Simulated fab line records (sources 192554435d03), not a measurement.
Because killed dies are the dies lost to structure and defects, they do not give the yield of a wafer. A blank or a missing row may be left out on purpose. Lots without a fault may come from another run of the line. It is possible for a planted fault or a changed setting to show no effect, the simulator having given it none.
fab line records -- flow n5_finfet
record: lots: 7, wafers: 39
route steps=1938 shown ZERO_LAYER@4 FIN_SAQP@125 HKMG_FIN@389 MOL_CONTACT_COAG@547 BEOL_M0_CUTY@713 BEOL_M0@715 BEOL_M1@838 BEOL_M4@1021
start_h: the number of hours between the record's first day and the start of the first shown wafer of the lot -- wait_h: hours since the lot's step before -- " repeats the value in the row above -- L1.1+2: a single row standing in for several wafers -- - no value, or no start given -- * or withheld: withheld -- < > ~ a bound
route shown NAME@n: NAME is a module with steps in the file, n the number in the route of the first one -- usual: mean/standard deviation taken from wafers without a fault -- same: alike in all rows -- chamber/n: place in a boat -- sites: the reading at each site -- _std_site: their standard deviation -- _edge_site: inner sites' mean taken away from outer sites' mean -- radius_mm: for every site, how far away it sits from the centre of the wafer -- mask NAME#n: copy n -- behind: the most recent tool/chamber to have shaped the wafer -- hold: what put the lot on hold/how long, in hours/how the hold closed -- device: the n, p or np transistor that did not switch -- end of line: at the end of the route, the tests of the same wafers -- a step without rows: its recipe alone -- killed: count of dies lost to structure and defects at first sort (not the wafer's yield) -- map: a wafer's dies, x killed, . not, _ none there
set.NAME: the setting as run; set.NAME@STEP: as run at that earlier step -- model.NAME: the simulator's own value behind a step, which no gauge read
lots whose settings were changed on purpose; a table a step, a row a wafer
== steps ==
step: N5_ZERO_LAYER_PECVD_02
recipe: material: SiO2, target_thk_a: 100, temp_c: 400, precursor: SiH4/N2O, pressure_torr: 0.75, rf_w: 275, time_s: 6
lot.wafer,tool,chamber,start_h,wait_h,set.time_s,model.SiO2_of_ZERO_LAYER_PECVD_02.thk_nm
L078.1,pecvd-01,0,36.28,0.0,6,10.25
L078.2,pecvd-01,2,36.28,0.0,8.071,13.82
L078.3,pecvd-01,1,36.28,0.0,8.071,13.61
L078.4,pecvd-01,1,36.28,0.0,8.071,13.77
L078.5,pecvd-01,2,36.28,0.0,6,10.32
L078.6,pecvd-01,0,36.28,0.0,6,10.16
L081.1,pecvd-04,0,54.47,0.0,6,9.64
L081.2,pecvd-04,1,54.47,0.0,6,9.609
L081.3,pecvd-04,2,54.47,0.0,3.971,6.452
L081.4,pecvd-04,1,54.47,0.0,3.971,6.258
L081.5,pecvd-04,2,54.47,0.0,3.971,6.662
L081.6,pecvd-04,0,54.47,0.0,6,9.999
L089.1,pecvd-01,1,102.28,0.0,6,9.742
L089.2,pecvd-01,0,102.28,0.0,6,10.05
L089.3,pecvd-01,2,102.28,0.0,6,10.09
L089.4,pecvd-01,2,102.28,0.0,6,10.28
L089.5,pecvd-01,1,102.28,0.0,6,10.07
L089.6,pecvd-01,0,102.28,0.0,6,10.1
L090.3,pecvd-04,0,108.28,0.0,6,10.23
L090.5,pecvd-04,1,108.28,0.0,6,10.03
L090.6,pecvd-04,2,108.28,0.0,6,10.31
L091.1,pecvd-04,1,114.28,0.0,4.227,6.775
L091.2,pecvd-04,2,114.28,0.0,4.227,7.143
L091.3,pecvd-04,0,114.28,0.0,4.227,6.969
L091.4,pecvd-04,2,114.28,0.0,6,10.33
L091.5,pecvd-04,1,114.28,0.0,6,9.787
L091.6,pecvd-04,0,114.28,0.0,6,10.07
L093.1,pecvd-03,1,126.28,0.0,6,10.11
L093.2,pecvd-03,2,126.28,0.0,6,9.992
L093.3,pecvd-03,0,126.28,0.0,2.552,4.383
L093.4,pecvd-03,2,126.28,0.0,2.552,4.376
L093.5,pecvd-03,0,126.28,0.0,6,10.07
L093.6,pecvd-03,1,126.28,0.0,2.552,4.532
L094.1,pecvd-04,1,132.28,0.0,3.581,5.932
L094.2,pecvd-04,2,132.28,0.0,6,10.12
L094.3,pecvd-04,0,132.28,0.0,3.581,5.964
L094.4,pecvd-04,0,132.28,0.0,6,10.36
L094.5,pecvd-04,1,132.28,0.0,6,10.02
L094.6,pecvd-04,2,132.28,0.0,3.581,6.394
step: N5_FIN_SAQP_SPACER1_ALD_24
recipe: material: SiO2, target_thk_a: 203, temp_c: 300, ald_precursor_family: BDEAS, ald_co_reactant: O2-plasma, pulse_time_s: 1, purge_time_s: 2, co_reactant_purge_time_s: 2, ald_cycles: 218, pressure_torr: 2
lot.wafer,tool,chamber,start_h,wait_h,set.ald_cycles,model.SiO2_of_FIN_SAQP_SPACER1_ALD_24.thk_nm
L078.1+6,ald_sin-03,"2,1",46.73,0.5,342,31.8
L078.2,ald_sin-03,1,46.73,0.5,218,20.4
L078.3,ald_sin-03,3,46.73,0.5,342,32
L078.4+5,ald_sin-03,"0,2",46.73,0.5,218,20.2
L081.1+2+3+5,ald_sin-03,"2,1,3,1",66.91,1.6,218,20.4
L081.4,ald_sin-03,2,66.91,1.6,218,20.2
L081.6,ald_sin-03,3,66.91,1.6,218,20.6
L089.1,ald_sin-03,2,113.43,0.3,218,20
L089.2+4+6,ald_sin-03,"0,1,2",113.43,0.3,218,20.2
L089.3+5,ald_sin-03,3,113.43,0.3,218,20.4
L090.3+5+6,ald_sin-02,"2,0,3",119.14,0.1,218,20.2
L091.1+2,ald_sin-01,"2,0",127.59,0.3,218,20.4
L091.3+5+6,ald_sin-01,"1,1,2",127.59,0.3,218,20.2
L091.4,ald_sin-01,3,127.59,0.3,218,20.6
L093.1+2+6,ald_sin-01,"0,2,0",137.52,0.3,338,31.6
L093.3+4+5,ald_sin-01,"3,1,1",137.52,0.3,218,20.4
L094.1,ald_sin-01,2,144.19,0.3,218,20.2
L094.2+4,ald_sin-01,"3,1",144.19,0.3,218,20.4
L094.3,ald_sin-01,0,144.19,0.3,280,26.2
L094.5+6,ald_sin-01,"2,1",144.19,0.3,280,26
step: N5_FIN_SAQP_SPACER1_ETCHBACK_25
recipe: chemistry: CHF3/O2, mode: anisotropic_etchback, target: SiO2, target_depth_a: 244, time_s: 12.2, pressure_mtorr: 30, source_w: 650, bias_w: 170, Ar_flow_sccm: 200, CHF3_flow_sccm: 50, O2_flow_sccm: 5, ion_energy_ev: 200
step: N5_FIN_SAQP_MANDREL1_REMOVE_56
recipe: chemistry: HBr/Cl2/O2, bt_time_s: 10, target: a-Si, stop_on: SiNx, endpoint: OES-SiCl, over_etch_frac: 1, icp_w: 600, bias_w: 22, HBr_flow_sccm: 150, Cl2_flow_sccm: 80, O2_flow_sccm: 5, pressure_mtorr: 10
lot.wafer,tool,chamber,start_h,wait_h,set.ald_cycles@FIN_SAQP_SPACER1_ALD_24,model.FIN_SAQP.cd_nm
L078.1+6,rie_si-05,"3,2",47.58,0.1,342,31.8
L078.2+5,rie_si-05,"2,3",47.58,0.1,218,20.2
L078.3,rie_si-05,1,47.58,0.1,342,32.2
L078.4,rie_si-05,1,47.58,0.1,218,20.6
L081.1+4+5,rie_si-02,"1,2,2",67.72,0.1,218,20.2
L081.2+3+6,rie_si-02,"3,0,1",67.72,0.1,218,20.4
L089.1+6,rie_si-04,"0,3",114.24,0.1,218,20
L089.2+5,rie_si-04,"1,2",114.24,0.1,218,20.4
L089.3+4,rie_si-04,"3,2",114.24,0.1,218,20.2
L090.3+5,rie_si-05,1,119.98,0.1,218,20.4
L090.6,rie_si-05,0,119.98,0.1,218,20.2
L091.1+6,rie_si-04,1,128.40,0.1,218,20.2
L091.2,rie_si-04,2,128.40,0.1,218,20.4
L091.3+5,rie_si-04,3,128.40,0.1,218,20
L091.4,rie_si-04,2,128.40,0.1,218,20.6
L093.1+2+6,rie_si-02,"1,0,2",138.32,0.1,338,31.6
L093.3+4,rie_si-02,"2,3",138.32,0.1,218,20.4
L093.5,rie_si-02,1,138.32,0.1,218,20.2
L094.1,rie_si-02,0,145.00,0.1,218,20.2
L094.2+4,rie_si-02,"3,2",145.00,0.1,218,20.4
L094.3+5,rie_si-02,"1,2",145.00,0.1,280,26.2
L094.6,rie_si-02,1,145.00,0.1,280,26
step: N5_FIN_SAQP_CD_MEAS_27
recipe: target_cd_nm: 20, landing_energy_ev: 1000, detector: se_inlens, polarity: line
usual: cd_nm: 20.31/0.24
lot.wafer,tool,chamber,start_h,wait_h,set.ald_cycles@FIN_SAQP_SPACER1_ALD_24,cd_nm
L078.1,cd_sem-02,0,47.69,0.1,342,31.74
L078.2,cd_sem-02,0,47.69,0.1,218,19.95
L078.3,cd_sem-02,0,47.69,0.1,342,32.05
L078.4,cd_sem-02,0,47.69,0.1,218,20.75
L078.5,cd_sem-02,0,47.69,0.1,218,20.08
L078.6,cd_sem-02,0,47.69,0.1,342,31.78
L081.1,cd_sem-01,0,67.83,0.1,218,20.05
L081.2,cd_sem-01,0,67.83,0.1,218,20.69
L081.3,cd_sem-01,0,67.83,0.1,218,20.50
L081.4,cd_sem-01,0,67.83,0.1,218,20.21
L081.5,cd_sem-01,0,67.83,0.1,218,20.53
L081.6,cd_sem-01,0,67.83,0.1,218,20.30
L089.1,cd_sem-01,0,114.35,0.1,218,19.78
L089.2,cd_sem-01,0,114.35,0.1,218,20.63
L089.3,cd_sem-01,0,114.35,0.1,218,20.26
L089.4,cd_sem-01,0,114.35,0.1,218,19.91
L089.5,cd_sem-01,0,114.35,0.1,218,20.36
L089.6,cd_sem-01,0,114.35,0.1,218,19.90
L090.3,cd_sem-01,0,120.10,0.1,218,20.76
L090.5,cd_sem-01,0,120.10,0.1,218,19.98
L090.6,cd_sem-01,0,120.10,0.1,218,20.29
L091.1,cd_sem-03,0,128.51,0.1,218,20.34
L091.2,cd_sem-03,0,128.51,0.1,218,20.33
L091.3,cd_sem-03,0,128.51,0.1,218,20.10
L091.4,cd_sem-03,0,128.51,0.1,218,20.71
L091.5,cd_sem-03,0,128.51,0.1,218,20.13
L091.6,cd_sem-03,0,128.51,0.1,218,20.41
L093.1,cd_sem-03,0,138.43,0.1,338,31.54
L093.2,cd_sem-03,0,138.43,0.1,338,31.94
L093.3,cd_sem-03,0,138.43,0.1,218,20.16
L093.4,cd_sem-03,0,138.43,0.1,218,20.38
L093.5,cd_sem-03,0,138.43,0.1,218,20.18
L093.6,cd_sem-03,0,138.43,0.1,338,31.51
L094.1,cd_sem-03,0,145.11,0.1,218,20.38
L094.2,cd_sem-03,0,145.11,0.1,218,20.37
L094.3,cd_sem-03,0,145.11,0.1,280,26.38
L094.4,cd_sem-03,0,145.11,0.1,218,20.38
L094.5,cd_sem-03,0,145.11,0.1,280,26.01
L094.6,cd_sem-03,0,145.11,0.1,280,26.11
step: N5_HKMG_FIN_ALD_75
recipe: material: Al2O3, target_thk_a: 10, temp_c: 150, ald_precursor_family: TMA, ald_co_reactant: H2O, pulse_time_s: withheld, co_reactant_pulse_time_s: 1
lot.wafer,tool,chamber,start_h,wait_h,set.target_thk_a,model.Al2O3_of_HKMG_FIN_ALD_75.thk_nm
L078.1+2+5,ald_hk-02,"1,0,2",97.20,0.0,10,1
L078.3+4+6,ald_hk-02,"2,3,3",97.20,0.0,11.99,1.2
L081.1+3+4,ald_hk-03,"0,2,3",113.64,0.0,10,1
L081.2+5+6,ald_hk-03,"1,3,0",113.64,0.0,15.94,1.6
L089.1+2+4,ald_hk-03,"1,0,2",163.28,0.0,12.7,1.2
L089.3+5+6,ald_hk-03,"3,1,2",163.28,0.0,10,1
L090.3+5+6,ald_hk-03,"3,3,0",165.37,0.0,10,1
L091.1+3+6,ald_hk-01,"3,2,1",174.55,0.0,10,1
L091.2+4+5,ald_hk-01,"0,1,2",174.55,0.0,6.087,0.6
L093.1+3+5,ald_hk-02,"1,0,1",186.81,0.0,6.411,0.6
L093.2+4+6,ald_hk-02,"2,3,2",186.81,0.0,10,1
L094.1+2+6,ald_hk-01,"2,0,1",193.23,0.0,10,1
L094.3,ald_hk-01,1,193.23,0.0,6.929,0.8
L094.4+5,ald_hk-01,"3,2",193.23,0.0,6.929,0.6
step: N5_MOL_CONTACT_COAG_SPUTTER_143
recipe: material: Co, target_thk_a: 25, temp_c: 25, chamber_pressure_pa: 0.2
lot.wafer,tool,chamber,start_h,wait_h,set.target_thk_a,model.Co_of_MOL_CONTACT_COAG_SPUTTER_143.thk_nm
L078.1+2+4,pvd_sputter-01,-,116.15,0.0,25,2.4
L078.3+5+6,pvd_sputter-01,-,116.15,0.0,38.15,3.6
L081.1+5,pvd_sputter-02,-,133.51,0.0,25,2.8
L081.2,pvd_sputter-02,-,133.51,0.0,25,2.6
L081.3+4+6,pvd_sputter-02,-,133.51,0.0,29.61,3.2
L089.1+3,pvd_sputter-01,-,183.50,0.0,25,2.4
L089.2,pvd_sputter-01,-,183.50,0.0,38.67,3.4
L089.4,pvd_sputter-01,-,183.50,0.0,38.67,3.6
L089.5,pvd_sputter-01,-,183.50,0.0,38.67,3.8
L089.6,pvd_sputter-01,-,183.50,0.0,25,2.2
L090.3,pvd_sputter-03,-,185.69,0.0,25,2.4
L090.5+6,pvd_sputter-03,-,185.69,0.0,25,2.2
L091.1+6,pvd_sputter-01,-,193.10,0.0,25,2.2
L091.2+3+5,pvd_sputter-01,-,193.10,0.0,25,2.6
L091.4,pvd_sputter-01,-,193.10,0.0,25,2.4
L093.1+4,pvd_sputter-01,-,205.54,0.0,19.66,2
L093.2,pvd_sputter-01,-,205.54,0.0,19.66,1.8
L093.3+5,pvd_sputter-01,-,205.54,0.0,25,2.6
L093.6,pvd_sputter-01,-,205.54,0.0,25,2.4
L094.1+2+4,pvd_sputter-03,-,212.25,0.0,25,2.4
L094.3+5+6,pvd_sputter-03,-,212.25,0.0,25,2.6
step: N5_BEOL_M0_CUTY_ETCH_63
recipe: chemistry: N2/H2, target: SOC, target_depth_a: 827, overetch_a: 165, mask_material: SiARC, temp_c: 40, ion_energy_ev: 200, time_s: 124, pressure_mtorr: 30, source_w: 840, bias_w: 150, n2_flow_sccm: 200, h2_flow_sccm: 200
lot.wafer,tool,chamber,start_h,wait_h,set.time_s,model.SiO2_of_BEOL_M0_SAQP_SPACER2_ALD_26.thk_nm
L078.1+3,rie_diel-04,"0,1",137.80,0.0,124,7
L078.2+5+6,rie_diel-04,"2,0,1",137.80,0.0,104.7,7.6
L078.4,rie_diel-04,3,137.80,0.0,124,7.4
L081.1+2,rie_diel-01,"2,1",157.09,0.0,101,7.8
L081.3,rie_diel-01,0,157.09,0.0,101,7.6
L081.4+5+6,rie_diel-01,"3,2,1",157.09,0.0,124,7.2
L089.1+6,rie_diel-03,1,207.33,0.0,151.6,6.2
L089.2,rie_diel-03,3,207.33,0.0,151.6,6.4
L089.3+4+5,rie_diel-03,"0,2,2",207.33,0.0,124,7.2
L090.3,rie_diel-01,2,210.14,0.0,124,7.2
L090.5+6,rie_diel-01,"0,1",210.14,0.0,124,7
L091.1+5,rie_diel-01,"3,2",214.56,0.0,124,7.2
L091.2,rie_diel-01,1,214.56,0.0,124,7
L091.3,rie_diel-01,2,214.56,0.0,172.5,5.8
L091.4+6,rie_diel-01,"0,1",214.56,0.0,172.5,5.6
L093.1+5,rie_diel-01,1,229.87,0.0,124,7
L093.2+3+4+6,rie_diel-01,"3,2,0,2",229.87,0.0,124,7.2
L094.1+2+4+6,rie_diel-03,"0,2,2,0",236.48,0.0,124,7.2
L094.3+5,rie_diel-03,1,236.48,0.0,124,7
step: N5_BEOL_M0_CUTY_STRIP_64
recipe: chemistry: N2/H2, temp_c: 40, n2_flow_sccm: 200, h2_flow_sccm: 200, rf_frequency_hz: 6e+07
step: N5_BEOL_M0_ETCH_138
recipe: chemistry: CH3F/O2, target_depth_a: 120, target: SiCN, time_s: 31.6, ion_energy_ev: 120, pressure_mtorr: 30, source_w: 395, bias_w: 75, Ar_flow_sccm: 150, CH3F_flow_sccm: 30, O2_flow_sccm: 20, ends: cleared
lot.wafer,tool,chamber,start_h,wait_h,set.time_s@BEOL_M0_CUTY_ETCH_63,model.SiO2_of_BEOL_M0_SAQP_SPACER2_ALD_26.thk_nm
L078.1+3,rie_diel-04,"0,1",137.92,0.0,124,5.2
L078.2+6,rie_diel-04,"2,1",137.92,0.0,104.7,5.6
L078.4,rie_diel-04,3,137.92,0.0,124,5.6
L078.5,rie_diel-04,0,137.92,0.0,104.7,5.8
L081.1+2,rie_diel-01,"2,1",157.21,0.0,101,5.8
L081.3,rie_diel-01,0,157.21,0.0,101,5.6
L081.4+5+6,rie_diel-01,"3,2,1",157.21,0.0,124,5.2
L089.1+2+6,rie_diel-03,"1,3,1",207.46,0.0,151.6,4.4
L089.3,rie_diel-03,0,207.46,0.0,124,5.4
L089.4,rie_diel-03,2,207.46,0.0,124,5.2
L089.5,rie_diel-03,2,207.46,0.0,124,5
L090.3+6,rie_diel-01,"2,1",210.26,0.0,124,5.2
L090.5,rie_diel-01,0,210.26,0.0,124,5
L091.1+2,rie_diel-01,"3,1",214.68,0.0,124,5.2
L091.3,rie_diel-01,2,214.68,0.0,172.5,4
L091.4,rie_diel-01,0,214.68,0.0,172.5,3.6
L091.5,rie_diel-01,2,214.68,0.0,124,5.4
L091.6,rie_diel-01,1,214.68,0.0,172.5,3.8
L093.1+5,rie_diel-01,1,229.99,0.0,124,5
L093.2+3+4+6,rie_diel-01,"3,2,0,2",229.99,0.0,124,5.2
L094.1+6,rie_diel-03,0,236.61,0.0,124,5.4
L094.2+3+4+5,rie_diel-03,"2,1,2,1",236.61,0.0,124,5.2
step: N5_BEOL_M0_HM_OPEN_105
recipe: chemistry: Cl2/BCl3, target_depth_a: 120, target: TiN, ion_energy_ev: 150, pressure_mtorr: 10, icp_w: 1000, bias_w: 126, Cl2_flow_sccm: 53.25, bcl3_flow_sccm: 21.75, Ar_flow_sccm: 25
lot.wafer,tool,chamber,start_h,wait_h,set.time_s@BEOL_M0_CUTY_ETCH_63,model.SiO2_of_BEOL_M0_SAQP_SPACER2_ALD_26.thk_nm
L078.1+3,rie_metal-03,1,139.83,1.9,124,2.8
L078.2+6,rie_metal-03,0,139.83,1.9,104.7,3.2
L078.4,rie_metal-03,0,139.83,1.9,124,3.2
L078.5,rie_metal-03,1,139.83,1.9,104.7,3.4
L081.1+2+3,rie_metal-03,"1,0,1",164.93,7.7,101,3.4
L081.4+5+6,rie_metal-03,"0,0,1",164.93,7.7,124,2.8
L089.1,rie_metal-02,0,207.84,0.3,151.6,2.2
L089.2+6,rie_metal-02,1,207.84,0.3,151.6,2
L089.3,rie_metal-02,1,207.84,0.3,124,3
L089.4+5,rie_metal-02,0,207.84,0.3,124,2.8
L090.3+6,rie_metal-02,"1,0",211.42,1.1,124,2.8
L090.5,rie_metal-02,1,211.42,1.1,124,2.6
L091.1+2,rie_metal-01,"1,0",220.63,5.9,124,2.8
L091.3+6,rie_metal-01,"0,1",220.63,5.9,172.5,1.8
L091.4,rie_metal-01,1,220.63,5.9,172.5,1.6
L091.5,rie_metal-01,0,220.63,5.9,124,3
L093.1+5,rie_metal-01,0,230.57,0.5,124,2.6
L093.2+3+4+6,rie_metal-01,"1,1,0,1",230.57,0.5,124,2.8
L094.1,rie_metal-03,1,237.33,0.7,124,3
L094.2+5,rie_metal-03,1,237.33,0.7,124,2.6
L094.3+4+6,rie_metal-03,1,237.33,0.7,124,2.8
step: N5_BEOL_M1_DEP_57
recipe: material: SiCN, target_thk_a: 80, temp_c: withheld, precursor: 3MS/NH3, pressure_torr: 3, rf_w: 202, time_s: 14
lot.wafer,tool,chamber,start_h,wait_h,set.target_thk_a,model.SiCN_of_BEOL_M1_DEP_57.thk_nm
L078.1,pecvd-01,1,156.87,0.0,80,7.6
L078.2+4+6,pecvd-01,"0,1,2",156.87,0.0,80,7.8
L078.3+5,pecvd-01,"2,0",156.87,0.0,80,8
L081.1+6,pecvd-01,"2,1",181.04,0.0,80,7.8
L081.2,pecvd-01,1,181.04,0.0,120.6,11.8
L081.3,pecvd-01,0,181.04,0.0,80,8
L081.4,pecvd-01,0,181.04,0.0,120.6,12
L081.5,pecvd-01,2,181.04,0.0,120.6,12.2
L089.1+3,pecvd-03,"2,1",224.96,0.0,80,8
L089.2+4+5,pecvd-03,"0,0,2",224.96,0.0,80,8.2
L089.6,pecvd-03,1,224.96,0.0,80,8.4
L090.3+5,pecvd-02,2,230.54,0.0,80,8.2
L090.6,pecvd-02,0,230.54,0.0,80,8
L091.1+2+3,pecvd-03,"1,2,0",235.35,0.0,80,8.2
L091.4+5+6,pecvd-03,"2,0,1",235.35,0.0,80,8.4
L093.1+3+6,pecvd-01,"1,0,1",248.18,0.0,49.17,4.8
L093.2,pecvd-01,2,248.18,0.0,80,8
L093.4+5,pecvd-01,"0,2",248.18,0.0,80,8.2
L094.1,pecvd-03,1,251.16,0.0,80,8
L094.2+3,pecvd-03,"2,0",251.16,0.0,100.1,10.2
L094.4+6,pecvd-03,"1,0",251.16,0.0,80,8.2
L094.5,pecvd-03,2,251.16,0.0,100.1,10.4
step: N5_BEOL_M4_ILD_DEP_00
recipe: material: SiOC, target_thk_a: 790, temp_c: 350, precursor: DEMS/O2, pressure_torr: 5, rf_w: 500, time_s: 15.3
lot.wafer,tool,chamber,start_h,wait_h,set.time_s,model.SiOC_of_BEOL_M4_ILD_DEP_00.thk_nm
L078.1,pecvd-03,2,184.32,0.0,15.3,79.2
L078.2,pecvd-03,1,184.32,0.0,15.3,78.2
L078.3,pecvd-03,0,184.32,0.0,15.3,79.4
L078.4,pecvd-03,2,184.32,0.0,22.19,115.8
L078.5,pecvd-03,1,184.32,0.0,22.19,114.8
L078.6,pecvd-03,0,184.32,0.0,22.19,116
L081.1,pecvd-01,1,212.51,0.0,12.24,61.2
L081.2,pecvd-01,0,212.51,0.0,15.3,79.2
L081.3+5,pecvd-01,1,212.51,0.0,12.24,62.8
L081.4,pecvd-01,0,212.51,0.0,15.3,79.4
L081.6,pecvd-01,0,212.51,0.0,15.3,80.4
L089.1+3,pecvd-03,"0,2",251.30,0.0,15.3,78.4
L089.2,pecvd-03,1,251.30,0.0,15.3,77.4
L089.4,pecvd-03,2,251.30,0.0,15.3,81
L089.5,pecvd-03,1,251.30,0.0,15.3,79.2
L089.6,pecvd-03,0,251.30,0.0,15.3,80
L090.3,pecvd-01,0,251.77,0.0,15.3,77.2
L090.5,pecvd-01,2,251.77,0.0,15.3,79.6
L090.6,pecvd-01,1,251.77,0.0,15.3,77.8
L091.1,pecvd-04,2,260.20,0.0,15.3,79
L091.2,pecvd-04,0,260.20,0.0,15.3,78.8
L091.3,pecvd-04,1,260.20,0.0,15.3,78.4
L091.4,pecvd-04,0,260.20,0.0,15.3,79.8
L091.5,pecvd-04,1,260.20,0.0,15.3,80.4
L091.6,pecvd-04,2,260.20,0.0,15.3,80.8
L093.1,pecvd-01,1,281.70,0.0,15.3,76.4
L093.2,pecvd-01,0,281.70,0.0,15.3,78.8
L093.3+4,pecvd-01,"2,1",281.70,0.0,15.3,78.4
L093.5,pecvd-01,2,281.70,0.0,15.3,80.2
L093.6,pecvd-01,0,281.70,0.0,15.3,80
L094.1,pecvd-03,0,287.98,0.0,15.3,79.2
L094.2+5,pecvd-03,2,287.98,0.0,15.3,79
L094.3,pecvd-03,1,287.98,0.0,15.3,78.4
L094.4,pecvd-03,0,287.98,0.0,15.3,80
L094.6,pecvd-03,1,287.98,0.0,15.3,79.4
step: N5_BEOL_M4_THK_MEAS_01
recipe: reads: SiOC_of_BEOL_M4_ILD_DEP_00
usual: M4_ILD_THK: 79.1/1.2
lot.wafer,tool,chamber,start_h,wait_h,set.time_s@BEOL_M4_ILD_DEP_00,M4_ILD_THK[nm]
L078.1,film_metro-02,-,184.38,0.0,15.3,79.1
L078.2,film_metro-02,-,184.38,0.0,15.3,78.2
L078.3,film_metro-02,-,184.38,0.0,15.3,79.4
L078.4,film_metro-02,-,184.38,0.0,22.19,115.9
L078.5,film_metro-02,-,184.38,0.0,22.19,114.7
L078.6,film_metro-02,-,184.38,0.0,22.19,116.1
L081.1,film_metro-01,-,212.59,0.1,12.24,61.2
L081.2,film_metro-01,-,212.59,0.1,15.3,79.2
L081.3,film_metro-01,-,212.59,0.1,12.24,62.7
L081.4,film_metro-01,-,212.59,0.1,15.3,79.3
L081.5,film_metro-01,-,212.59,0.1,12.24,62.8
L081.6,film_metro-01,-,212.59,0.1,15.3,80.5
L089.1,film_metro-01,-,251.37,0.0,15.3,78.6
L089.2,film_metro-01,-,251.37,0.0,15.3,77.5
L089.3,film_metro-01,-,251.37,0.0,15.3,78.5
L089.4,film_metro-01,-,251.37,0.0,15.3,81.1
L089.5,film_metro-01,-,251.37,0.0,15.3,79.3
L089.6,film_metro-01,-,251.37,0.0,15.3,79.9
L090.3,film_metro-01,-,251.84,0.1,15.3,77.1
L090.5,film_metro-01,-,251.84,0.1,15.3,79.7
L090.6,film_metro-01,-,251.84,0.1,15.3,77.8
L091.1,film_metro-02,-,260.26,0.0,15.3,79.0
L091.2,film_metro-02,-,260.26,0.0,15.3,78.8
L091.3,film_metro-02,-,260.26,0.0,15.3,78.4
L091.4,film_metro-02,-,260.26,0.0,15.3,79.9
L091.5,film_metro-02,-,260.26,0.0,15.3,80.5
L091.6,film_metro-02,-,260.26,0.0,15.3,80.7
L093.1,film_metro-01,-,281.77,0.0,15.3,76.5
L093.2,film_metro-01,-,281.77,0.0,15.3,78.7
L093.3,film_metro-01,-,281.77,0.0,15.3,78.5
L093.4,film_metro-01,-,281.77,0.0,15.3,78.3
L093.5,film_metro-01,-,281.77,0.0,15.3,80.2
L093.6,film_metro-01,-,281.77,0.0,15.3,79.9
L094.1,film_metro-02,-,288.04,0.0,15.3,79.2
L094.2,film_metro-02,-,288.04,0.0,15.3,78.9
L094.3,film_metro-02,-,288.04,0.0,15.3,78.5
L094.4,film_metro-02,-,288.04,0.0,15.3,80.1
L094.5,film_metro-02,-,288.04,0.0,15.3,79.1
L094.6,film_metro-02,-,288.04,0.0,15.3,79.4
== key ==
split: step: N5_ZERO_LAYER_PECVD_02, setting: time_s, stated: 6, by: wafer
response: step: N5_ZERO_LAYER_PECVD_02, reading: model.SiO2_of_ZERO_LAYER_PECVD_02.thk_nm, change: +0.0996, per: 1%, r: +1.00
split: step: N5_FIN_SAQP_SPACER1_ALD_24, setting: ald_cycles, stated: 218, by: wafer
response: step: N5_FIN_SAQP_SPACER1_ALD_24, reading: model.SiO2_of_FIN_SAQP_SPACER1_ALD_24.thk_nm, change: +0.203, per: 1%, r: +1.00
response: step: N5_FIN_SAQP_MANDREL1_REMOVE_56, reading: model.FIN_SAQP.cd_nm, change: +0.204, per: 1%, r: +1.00
response: step: N5_FIN_SAQP_CD_MEAS_27, reading: cd_nm, change: +0.205, per: 1%, r: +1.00
split: step: N5_HKMG_FIN_ALD_75, setting: target_thk_a, stated: 10, by: wafer
response: step: N5_HKMG_FIN_ALD_75, reading: model.Al2O3_of_HKMG_FIN_ALD_75.thk_nm, change: +0.0101, per: 1%, r: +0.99
split: step: N5_MOL_CONTACT_COAG_SPUTTER_143, setting: target_thk_a, stated: 25, by: wafer
response: step: N5_MOL_CONTACT_COAG_SPUTTER_143, reading: model.Co_of_MOL_CONTACT_COAG_SPUTTER_143.thk_nm, change: +0.0235, per: 1%, r: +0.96
split: step: N5_BEOL_M0_CUTY_ETCH_63, setting: time_s, stated: 124, by: wafer
response: step: N5_BEOL_M0_CUTY_ETCH_63, reading: model.SiO2_of_BEOL_M0_SAQP_SPACER2_ALD_26.thk_nm, change: -0.0365, per: 1%, r: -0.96
response: step: N5_BEOL_M0_ETCH_138, reading: model.SiO2_of_BEOL_M0_SAQP_SPACER2_ALD_26.thk_nm, change: -0.0346, per: 1%, r: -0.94
response: step: N5_BEOL_M0_HM_OPEN_105, reading: model.SiO2_of_BEOL_M0_SAQP_SPACER2_ALD_26.thk_nm, change: -0.03, per: 1%, r: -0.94
split: step: N5_BEOL_M1_DEP_57, setting: target_thk_a, stated: 80, by: wafer
response: step: N5_BEOL_M1_DEP_57, reading: model.SiCN_of_BEOL_M1_DEP_57.thk_nm, change: +0.0835, per: 1%, r: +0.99
split: step: N5_BEOL_M4_ILD_DEP_00, setting: time_s, stated: 15.3, by: wafer
response: step: N5_BEOL_M4_ILD_DEP_00, reading: model.SiOC_of_BEOL_M4_ILD_DEP_00.thk_nm, change: +0.822, per: 1%, r: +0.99
response: step: N5_BEOL_M4_THK_MEAS_01, reading: M4_ILD_THK, change: +0.823, per: 1%, r: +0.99
